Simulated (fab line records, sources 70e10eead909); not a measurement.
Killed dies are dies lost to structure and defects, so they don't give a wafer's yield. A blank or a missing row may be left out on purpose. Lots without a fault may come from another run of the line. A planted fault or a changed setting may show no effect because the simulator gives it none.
Which tool did it? | flow nand_harc | 13 lots, 39 wafers sampled, at 2 steps of a route of 1302

WHAT THE GAUGES READ, wafer by wafer
NHARC_A_BONDPAD_OVL_MEAS_35. Usual: overlay_x_nm 0 nm, standard deviation 4.9; overlay_y_nm 0 nm, standard deviation 5.5.
lot  | measured     | on         | overlay_x_nm (nm) | overlay_y_nm (nm) | flag
L746 | day 22 21:21 | overlay-01 | -6 -5 -6          | -7 -8 -8          |
L747 | day 23 13:01 | overlay-02 | 1 2 1             | -7 -6 -7          |
L748 | day 23 21:33 | overlay-01 | 4 4 4             | 7 7 7             |
L749 | day 24 13:01 | overlay-01 | 5 5 5             | -3 -2 -2          |
L752 | day 25 04:32 | overlay-01 | -4 -4 -4          | -1 0 -1           |
L751 | day 25 16:34 | overlay-02 | 4 4 4             | -5 -5 -4          |
L753 | day 26 15:02 | overlay-01 | 5 4 4             | -4 -4 -5          |
L754 | day 26 20:10 | overlay-01 | 3 3 2             | -8 -8 -8          |
L755 | day 27 02:49 | overlay-01 | 4 4 4             | -3 -4 -4          |
L756 | day 27 15:00 | overlay-01 | -4 -4 -4          | 7 7 7             |
L757 | day 27 19:55 | overlay-02 | -3 -2 -2          | 3 2 2             |
L766 | day 31 07:55 | overlay-01 | 1 0 1             | 0 -2 -1           |
L769 | day 32 23:54 | overlay-01 | 6 6 6             | 7 7 6             |

WHICH TOOL RAN EACH LOT (tool, then ch and the chambers of the sampled wafers, then the start)
lot  | NHARC_A_M1_PVD_21
L746 | pvd_sputter-01, day 22 21:21 or earlier
L747 | pvd_sputter-02, day 23 13:01 or earlier
L748 | pvd_sputter-02, day 23 21:33 or earlier
L749 | pvd_sputter-03, day 24 13:01 or earlier
L752 | pvd_sputter-02, day 25 04:32 or earlier
L751 | pvd_sputter-03, day 25 16:34 or earlier
L753 | pvd_sputter-01, day 26 15:02 or earlier
L754 | pvd_sputter-01, day 26 20:10 or earlier
L755 | pvd_sputter-01, day 27 02:49 or earlier
L756 | pvd_sputter-01, day 27 15:00 or earlier
L757 | pvd_sputter-01, day 27 19:55 or earlier
L766 | pvd_sputter-03, day 31 07:55 or earlier
L769 | pvd_sputter-02, day 32 23:54 or earlier
- NHARC_A_M1_PVD_21: deposits Cu, target thk 30 nm, time 20.49 s.

WHAT THE TOOLS THEMSELVES READ (means of the sampled wafers that have a number; where no wafer has one, the mark that the record gives instead)
NHARC_A_M1_PVD_21. Usual: throttle_valve_pct 30.1 %, standard deviation 1.1.
lot  | tool           | throttle_valve_pct (%) | flag
L746 | pvd_sputter-01 | 30.4                   |
L747 | pvd_sputter-02 | 29.1                   |
L748 | pvd_sputter-02 | 29.3                   |
L749 | pvd_sputter-03 | 30.2                   |
L752 | pvd_sputter-02 | 30.4                   |
L751 | pvd_sputter-03 | 29.5                   |
L753 | pvd_sputter-01 | 30.1                   |
L754 | pvd_sputter-01 | 30.5                   |
L755 | pvd_sputter-01 | 31.0                   |
L756 | pvd_sputter-01 | 30.4                   |
L757 | pvd_sputter-01 | 31.6                   |
L766 | pvd_sputter-03 | 29.8                   |
L769 | pvd_sputter-02 | 29.6                   |

THE ANSWER, worked out from the rows above alone
Rule: a lot is off if the mean of its wafers that have a number lies more than 3 standard deviations from the usual mean. A lot without any number at a reading at which 4 lots or more have one is off too. The other lots that the step has rows for count as sound. The gauges are gone through in route order, then the tools' own readings, and for those a lot's mean is taken as printed above. The first step at which some lot is off is used, and at that step the reading that is off furthest; a lot without a number counts as furthest.
No lot is off at any reading shown: from this, nothing can be told.

WHAT THE SIMULATOR HAD PUT IN
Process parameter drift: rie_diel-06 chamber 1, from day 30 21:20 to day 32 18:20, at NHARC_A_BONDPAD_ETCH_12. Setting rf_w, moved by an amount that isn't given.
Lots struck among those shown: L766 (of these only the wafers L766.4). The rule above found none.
